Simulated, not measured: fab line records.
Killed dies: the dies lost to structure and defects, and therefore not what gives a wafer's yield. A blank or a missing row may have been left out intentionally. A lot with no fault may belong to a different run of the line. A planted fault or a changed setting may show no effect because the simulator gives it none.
Matching of chambers    flow nand-harc    NHARC_A_DECK1_JOINT_DEP_16 on pecvd-02 has 3 sister chambers
The step deposits SiO2, target thk 45 nm. 16 wafers are shown with their chamber, then 7 later ones without.

WAFERS, EACH WITH ITS CHAMBER
wafer   chamber  showerhead-vpp-V (V)  heater-power-w (W)  mfc-precursor-sccm (sccm)
L327.2  2        1821                  502                 160.4
L327.5  0        1873                  486                 161.6
L327.6  1        1784                  689                 161.5
L329.2  2        1824                  478                 161.5
L329.3  0        1875                  505                 160.7
L329.4  0        1884                  521                 160.6
L332.2  2        1814                  390                 161.0
L332.3  0        1856                  461                 160.6
L332.5  1        1787                  622                 161.6
L337.3  0        1879                  495                 161.4
L337.6  0        1869                  493                 160.4
L344.1  2        1825                  559                 161.2
L344.3  1        1790                  710                 161.6
L344.5  0        1902                  446                 161.7
L345.2  1        1792                  658                 161.8
L345.3  0        1833                  524                 160.7

SIGNATURES, as means of the wafers listed above
reading             chamber 0  chamber 1  chamber 2  scatter within a chamber
showerhead-vpp-V    1871.38    1788.25    1821.00    15.2
heater-power-w      491.38     669.75     482.25     43.3
mfc-precursor-sccm  160.963    161.625    161.025    0.443
Rule: for each reading, subtract the chamber's mean from the wafer's reading, divide by that reading's scatter and square the result; add these up over the readings and take the root, which gives the wafer's distance from the chamber. The wafer belongs to the nearest chamber; if the next one is less than 2 further off, it can't be placed. The scatter: the root of (the sum of the squares of (reading less its chamber's mean) over the shown wafers, divided by (wafers less chambers)).

WAFERS WITHOUT THEIR CHAMBER
wafer   showerhead-vpp-V (V)  heater-power-w (W)  mfc-precursor-sccm (sccm)
L345.6  1793                  491                 160.9
L346.1  1823                  555                 161.3
L346.3  1777                  554                 162.5
L346.4  1870                  532                 161.6
L349.1  1772                  662                 161.0
L349.3  1845                  519                 161.0
L349.4  1885                  506                 161.0

THE CHAMBER EACH PASSED THROUGH
wafer   from the rows above           in truth
L345.6  2                             2
L346.1  can't be placed: 2 or 1 or 0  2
L346.3  can't be placed: 1 or 2       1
L346.4  can't be placed: 0 or 2       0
L349.1  1                             1
L349.3  can't be placed: 2 or 0       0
L349.4  0                             0
3 of 7 placed correctly. From these rows, 4 cannot be placed; in 4 the true chamber is one of the candidates. Wrongly placed: 0.
